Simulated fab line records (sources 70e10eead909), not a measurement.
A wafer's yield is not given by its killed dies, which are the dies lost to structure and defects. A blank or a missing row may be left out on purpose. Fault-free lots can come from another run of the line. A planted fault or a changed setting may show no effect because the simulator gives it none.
A single fault, viewed from 2 desks | flow nandHarc | each desk has only its own numbers; what lay behind them comes last

## FOR THE TOOL OWNER'S DESK: rieDiel-09
The tool's own readings at NHARC_A_CHANNEL_HOLE_D1_ETCH_39 (etches the open film in N2/H2, target depth 260 nm, time 325 s): means of the sampled wafers that have a number, for each lot that ran on this tool. If a lot's mean is further than 4 standard deviations from the usual mean, the lot is out of limits and carries the mark OUT (the distance appears in the brackets).
Columns: A = drypumpMotorCurrentA at NHARC_A_CHANNEL_HOLE_D1_ETCH_39, usual 5.7 A; B = oesProductAu at NHARC_A_CHANNEL_HOLE_D1_ETCH_39, usual 1.000 a.u.; C = rfVppV at NHARC_A_CHANNEL_HOLE_D1_ETCH_39, usual 430 V; D = runLengthS at NHARC_A_CHANNEL_HOLE_D1_ETCH_39, usual 346.3 s; E = showerheadPlenumPTorr at NHARC_A_CHANNEL_HOLE_D1_ETCH_39, usual 2.03 Torr; F = throttleValvePct at NHARC_A_CHANNEL_HOLE_D1_ETCH_39, usual 14.170 %
lot  | first seen here | A   | B     | C   | D               | E    | F
L541 | day 8 17:41     | 5.2 | 0.996 | 430 | 346.3           | 2.06 | 14.179
L545 | day 9 02:49     | 5.1 | 0.997 | 428 | 346.2           | 1.96 | 14.162
L549 | day 10 11:34    | 5.2 | 0.994 | 429 | 321.7 (-52) OUT | 2.00 | 14.162
L555 | day 11 11:58    | 5.2 | 0.988 | 432 | 321.4 (-53) OUT | 2.09 | 14.175
L563 | day 14 00:28    | 5.2 | 1.000 | 432 | 346.0           | 2.05 | 14.162
Finding of this desk: L549, L555 out of limits; the first was L549 at day 10 11:34, on runLengthS at NHARC_A_CHANNEL_HOLE_D1_ETCH_39. In limits: L541, L545, L563.

## FROM THE METROLOGY DESK
What the gauges read for every lot (on any tool): the sampled wafers with a number, averaged. If a lot's mean is further than 4 standard deviations from the usual mean, the lot is out of limits and carries the mark OUT (the distance appears in the brackets).
Columns: A = cdNm at NHARC_A_CHANNEL_HOLE_D1_CD_MEAS_18, usual 99.1 nm
lot  | first seen here | A
L541 | day 8 18:36     | 101.5
L545 | day 9 03:43     | 99.7
L547 | day 10 02:56    | 97.1
L549 | day 10 12:29    | 98.4
L555 | day 11 12:55    | 99.9
L552 | day 11 14:08    | 98.0
L557 | day 12 13:41    | 98.6
L559 | day 12 21:42    | 100.0
L561 | day 13 12:28    | 100.1
L562 | day 13 12:47    | 94.8
L563 | day 14 01:23    | 98.5
Finding of this desk: none of the 11 lots has anything out of limits.

## PUT TOGETHER
The tool owner's desk had the chance to raise an alarm at day 10 11:34 on L549, L555.
The metrology desk saw nothing out of limits.
The metrology desk has L549, L555 on record, within its limits.
Of the lots named, all ran NHARC_A_CHANNEL_HOLE_D1_ETCH_39 on rieDiel-09.

## WHAT THE SIMULATOR PUT IN
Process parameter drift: rieDiel-09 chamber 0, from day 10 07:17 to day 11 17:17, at NHARC_A_CHANNEL_HOLE_D1_ETCH_39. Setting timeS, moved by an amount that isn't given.
Lots struck among those shown: L549, L555.
Hours from the fault's start to each desk's first reading out of limits: the tool owner's desk, 4.
